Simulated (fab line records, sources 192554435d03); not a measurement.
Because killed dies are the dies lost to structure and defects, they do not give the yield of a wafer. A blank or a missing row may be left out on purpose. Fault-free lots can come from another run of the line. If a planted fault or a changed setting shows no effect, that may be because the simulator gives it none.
Matching of chambers | flow n5 finfet | N5_BEOL_M13_ETCH_67 on rie diel-05 has 4 sister chambers
The step etches SiARC in CF4, target depth 143 nm, time 238.3 s. 16 wafers are shown with their chamber, then 8 later ones without.

## WAFERS PAIRED WITH THEIR CHAMBERS
wafer  | chamber | drypump motor current A (A) | showerhead plenum p Torr (Torr) | throttle valve pct (%)
L076.2 | 1       | 6.1                         | 2.25                            | 15.39
L076.5 | 2       | 6.7                         | 2.23                            | 15.17
L076.6 | 3       | 5.8                         | 2.20                            | 15.44
L075.3 | 1       | 6.1                         | 2.25                            | 15.42
L075.5 | 2       | 6.8                         | 2.22                            | 15.16
L075.6 | 3       | 5.8                         | 2.20                            | 15.43
L077.2 | 2       | 6.8                         | 2.22                            | 15.19
L077.5 | 0       | 5.6                         | 1.99                            | 15.60
L077.6 | 3       | 5.8                         | 2.20                            | 15.45
L082.1 | 1       | 6.1                         | 2.25                            | 15.45
L082.2 | 2       | 6.7                         | 2.22                            | 15.20
L082.4 | 0       | 5.6                         | 1.98                            | 15.61
L088.1 | 0       | 5.6                         | 1.98                            | 15.64
L088.2 | 1       | 6.1                         | 2.24                            | 15.45
L088.4 | 0       | 5.6                         | 1.98                            | 15.63
L090.1 | 1       | 6.1                         | 2.24                            | 15.43

SIGNATURES (averages over the wafers above)
reading                  | chamber 0 | chamber 1 | chamber 2 | chamber 3 | scatter within a chamber
drypump motor current A  | 5.600     | 6.100     | 6.750     | 5.800     | 0.0289
showerhead plenum p Torr | 1.9825    | 2.2460    | 2.2225    | 2.2000    | 0.00474
throttle valve pct       | 15.6200   | 15.4280   | 15.1800   | 15.4400   | 0.0197
Rule: a wafer lies at a distance from a chamber equal to the root of the sum of squares, over the readings, of (its reading less the chamber's mean, divided by the reading's scatter). If the next closest chamber is less than 2 further off than the closest, the wafer can't be placed; otherwise it belongs to the closest. The scatter: take each reading less its chamber's mean, square it, sum over the shown wafers, divide by the number of wafers less the number of chambers, and take the root.

## WAFERS MISSING THEIR CHAMBER
wafer  | drypump motor current A (A) | showerhead plenum p Torr (Torr) | throttle valve pct (%)
L090.4 | 6.7                         | 2.22                            | 15.24
L090.6 | 6.1                         | 2.24                            | 15.44
L091.1 | 6.1                         | 2.24                            | 15.45
L091.3 | 5.6                         | 1.98                            | 15.63
L091.4 | 5.6                         | 1.98                            | 15.65
L092.2 | 6.1                         | 2.24                            | 15.46
L092.4 | 6.7                         | 2.21                            | 15.23
L092.6 | 6.1                         | 2.24                            | 15.47

## CHAMBER TAKEN BY EACH
wafer  | from the rows above | in truth
L090.4 | 2                   | 2
L090.6 | 1                   | 1
L091.1 | 1                   | 1
L091.3 | 0                   | 0
L091.4 | 0                   | 0
L092.2 | 1                   | 1
L092.4 | 2                   | 2
L092.6 | 1                   | 1
Placed correctly: 8 of 8. Left unplaced by these rows: 0. 0 placed wrongly.
